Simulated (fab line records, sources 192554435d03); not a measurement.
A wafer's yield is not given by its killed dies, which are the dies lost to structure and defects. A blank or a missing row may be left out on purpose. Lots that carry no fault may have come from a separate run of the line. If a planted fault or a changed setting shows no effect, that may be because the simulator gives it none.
Split-lot study / flow n5_finfet / 7 lots, 39 wafers read, on a route of 1938 steps

== THE SPLIT ==
At N5_BEOL_M9_ILD_DEP_00 (deposits SiCOH lowk from DEMS/porogen, target thk 308.51 nm, time 58 s), the setting time_s was moved away from the recipe's 58 s on 12 of the 39 wafers read, by +16.4% to +49.4%. All remaining wafers had this setting at the recipe value.

== FROM THE SPLIT ON TO THE READING: in between, the file shows 1 step ==
- N5_BEOL_M9_CURE_71: cures SiCOH lowk, time 240 s

== THE READING ==
At N5_BEOL_M9_THK_MEAS_01: M9_ILD_THK, given in nm. A value of 268 nm with a standard deviation of 3.3 nm is what fault-free wafers of this fab line usually give.

wafer=L074.1; tool, chamber at the split=pecvd-03, 1; time_s as run, s=80.97; against the recipe=+39.6%; M9_ILD_THK, nm=375; against lot-mates on the recipe=+104
wafer=L074.2; tool, chamber at the split=pecvd-03, 2; time_s as run, s=58; against the recipe=recipe; M9_ILD_THK, nm=270; against lot-mates on the recipe=-
wafer=L074.3; tool, chamber at the split=pecvd-03, 0; time_s as run, s=58; against the recipe=recipe; M9_ILD_THK, nm=270; against lot-mates on the recipe=-
wafer=L074.4; tool, chamber at the split=pecvd-03, 0; time_s as run, s=80.97; against the recipe=+39.6%; M9_ILD_THK, nm=381; against lot-mates on the recipe=+110
wafer=L074.5; tool, chamber at the split=pecvd-03, 1; time_s as run, s=80.97; against the recipe=+39.6%; M9_ILD_THK, nm=380; against lot-mates on the recipe=+109
wafer=L074.6; tool, chamber at the split=pecvd-03, 2; time_s as run, s=58; against the recipe=recipe; M9_ILD_THK, nm=272; against lot-mates on the recipe=-
wafer=L075.1; tool, chamber at the split=pecvd-01, 2; time_s as run, s=67.49; against the recipe=+16.4%; M9_ILD_THK, nm=313; against lot-mates on the recipe=+45
wafer=L075.2; tool, chamber at the split=pecvd-01, 0; time_s as run, s=58; against the recipe=recipe; M9_ILD_THK, nm=263; against lot-mates on the recipe=-
wafer=L075.3; tool, chamber at the split=pecvd-01, 1; time_s as run, s=58; against the recipe=recipe; M9_ILD_THK, nm=269; against lot-mates on the recipe=-
wafer=L075.4; tool, chamber at the split=pecvd-01, 2; time_s as run, s=67.49; against the recipe=+16.4%; M9_ILD_THK, nm=316; against lot-mates on the recipe=+48
wafer=L075.5; tool, chamber at the split=pecvd-01, 1; time_s as run, s=58; against the recipe=recipe; M9_ILD_THK, nm=272; against lot-mates on the recipe=-
wafer=L075.6; tool, chamber at the split=pecvd-01, 0; time_s as run, s=67.49; against the recipe=+16.4%; M9_ILD_THK, nm=316; against lot-mates on the recipe=+48
wafer=L078.1; tool, chamber at the split=pecvd-03, 1; time_s as run, s=58; against the recipe=recipe; M9_ILD_THK, nm=270; against lot-mates on the recipe=-
wafer=L078.2; tool, chamber at the split=pecvd-03, 2; time_s as run, s=69.32; against the recipe=+19.5%; M9_ILD_THK, nm=325; against lot-mates on the recipe=+56
wafer=L078.3; tool, chamber at the split=pecvd-03, 0; time_s as run, s=58; against the recipe=recipe; M9_ILD_THK, nm=265; against lot-mates on the recipe=-
wafer=L078.4; tool, chamber at the split=pecvd-03, 0; time_s as run, s=69.32; against the recipe=+19.5%; M9_ILD_THK, nm=324; against lot-mates on the recipe=+55
wafer=L078.5; tool, chamber at the split=pecvd-03, 1; time_s as run, s=69.32; against the recipe=+19.5%; M9_ILD_THK, nm=324; against lot-mates on the recipe=+55
wafer=L078.6; tool, chamber at the split=pecvd-03, 2; time_s as run, s=58; against the recipe=recipe; M9_ILD_THK, nm=273; against lot-mates on the recipe=-
wafer=L076.1; tool, chamber at the split=pecvd-01, 2; time_s as run, s=58; against the recipe=recipe; M9_ILD_THK, nm=265; against lot-mates on the recipe=-
wafer=L076.2; tool, chamber at the split=pecvd-01, 0; time_s as run, s=58; against the recipe=recipe; M9_ILD_THK, nm=262; against lot-mates on the recipe=-
wafer=L076.3; tool, chamber at the split=pecvd-01, 1; time_s as run, s=58; against the recipe=recipe; M9_ILD_THK, nm=267; against lot-mates on the recipe=-
wafer=L076.4; tool, chamber at the split=pecvd-01, 1; time_s as run, s=58; against the recipe=recipe; M9_ILD_THK, nm=268; against lot-mates on the recipe=-
wafer=L076.5; tool, chamber at the split=pecvd-01, 0,2; time_s as run, s=58; against the recipe=recipe; M9_ILD_THK, nm=270; against lot-mates on the recipe=-
wafer=L076.6; tool, chamber at the split=pecvd-01, 0,2; time_s as run, s=58; against the recipe=recipe; M9_ILD_THK, nm=270; against lot-mates on the recipe=-
wafer=L079.2; tool, chamber at the split=pecvd-01, 0; time_s as run, s=58; against the recipe=recipe; M9_ILD_THK, nm=260; against lot-mates on the recipe=-
wafer=L079.5; tool, chamber at the split=pecvd-01, 2; time_s as run, s=58; against the recipe=recipe; M9_ILD_THK, nm=270; against lot-mates on the recipe=-
wafer=L079.6; tool, chamber at the split=pecvd-01, 0; time_s as run, s=58; against the recipe=recipe; M9_ILD_THK, nm=264; against lot-mates on the recipe=-
wafer=L083.1; tool, chamber at the split=pecvd-02, 0; time_s as run, s=86.65; against the recipe=+49.4%; M9_ILD_THK, nm=397; against lot-mates on the recipe=+131
wafer=L083.2; tool, chamber at the split=pecvd-02, 2; time_s as run, s=58; against the recipe=recipe; M9_ILD_THK, nm=266; against lot-mates on the recipe=-
wafer=L083.3; tool, chamber at the split=pecvd-02, 1; time_s as run, s=58; against the recipe=recipe; M9_ILD_THK, nm=264; against lot-mates on the recipe=-
wafer=L083.4; tool, chamber at the split=pecvd-02, 2; time_s as run, s=86.65; against the recipe=+49.4%; M9_ILD_THK, nm=404; against lot-mates on the recipe=+138
wafer=L083.5; tool, chamber at the split=pecvd-02, 0; time_s as run, s=86.65; against the recipe=+49.4%; M9_ILD_THK, nm=404; against lot-mates on the recipe=+138
wafer=L083.6; tool, chamber at the split=pecvd-02, 1; time_s as run, s=58; against the recipe=recipe; M9_ILD_THK, nm=269; against lot-mates on the recipe=-
wafer=L087.1; tool, chamber at the split=pecvd-01, 0; time_s as run, s=58; against the recipe=recipe; M9_ILD_THK, nm=271; against lot-mates on the recipe=-
wafer=L087.2; tool, chamber at the split=pecvd-01, 2; time_s as run, s=58; against the recipe=recipe; M9_ILD_THK, nm=268; against lot-mates on the recipe=-
wafer=L087.3; tool, chamber at the split=pecvd-01, 1; time_s as run, s=58; against the recipe=recipe; M9_ILD_THK, nm=271; against lot-mates on the recipe=-
wafer=L087.4; tool, chamber at the split=pecvd-01, 2; time_s as run, s=58; against the recipe=recipe; M9_ILD_THK, nm=274; against lot-mates on the recipe=-
wafer=L087.5; tool, chamber at the split=pecvd-01, 0; time_s as run, s=58; against the recipe=recipe; M9_ILD_THK, nm=270; against lot-mates on the recipe=-
wafer=L087.6; tool, chamber at the split=pecvd-01, 1; time_s as run, s=58; against the recipe=recipe; M9_ILD_THK, nm=275; against lot-mates on the recipe=-
The file does not say which wafer passed through which chamber wherever a row lists several chambers: such a row stands for several wafers.

THE FIT
A straight line over all 39 wafers: M9_ILD_THK changes by +2.74 nm for each +1% of time_s; r = +1.00; the points scatter about the line by 3.6 nm.
The same after taking each lot's own level away (the mean of its wafers on the recipe; 39 wafers): +2.74 nm for each +1%; r = +1.00; scatter 2.9 nm.
That fit puts the effect of the largest move of time_s on the reading at 1.4e+02 nm.
Measured against the standard deviation above, the lots' own levels, which go from 264.7 to 271.5 nm, span 2.1 times it.
Hence the lot-to-lot level has little effect on the slope; both slopes agree.
Check: with one of the wafers moved furthest among these (+49.4%) left out of the fit, the line predicts +137 nm for it against its lot-mates. Against them it came out at +131 nm.

== THESE WAFERS: OTHER SPLITS ==
Other splits were also applied to these wafers ahead of the reading. Each is held against what the fit with the lots' levels taken away leaves over:
other split on the same wafers=N5_BEOL_M5_DEP_56 target_thk_a; wafers away from the commonest value=12; r with M9_ILD_THK (lot level and that fit taken away)=-0.10

== THE WHOLE CHAIN: every reading that the file lists as answering this split, in the file's order ==
step=N5_BEOL_M9_ILD_DEP_00; what it does=deposits SiCOH lowk from DEMS/porogen, target thk 308.51 nm, time 58 s; reading=SiCOH_lowk_of_BEOL_M9_ILD_DEP_00.thk_nm (the simulator's own value, which no gauge read); change (the file's fit)=+3.08 nm for each +1% of the setting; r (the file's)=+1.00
step=N5_BEOL_M9_CURE_71; what it does=cures SiCOH lowk, time 240 s; reading=SiCOH_lowk_of_BEOL_M9_ILD_DEP_00.thk_nm (the simulator's own value, which no gauge read); change (the file's fit)=+2.74 nm for each +1% of the setting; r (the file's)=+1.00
step=N5_BEOL_M9_THK_MEAS_01; what it does=; reading=M9_ILD_THK; change (the file's fit)=+2.75 for each +1% of the setting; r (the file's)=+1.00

== FILE'S OWN FIT ==
M9_ILD_THK changes by +2.75 nm for each +1% of time_s, r = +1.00.
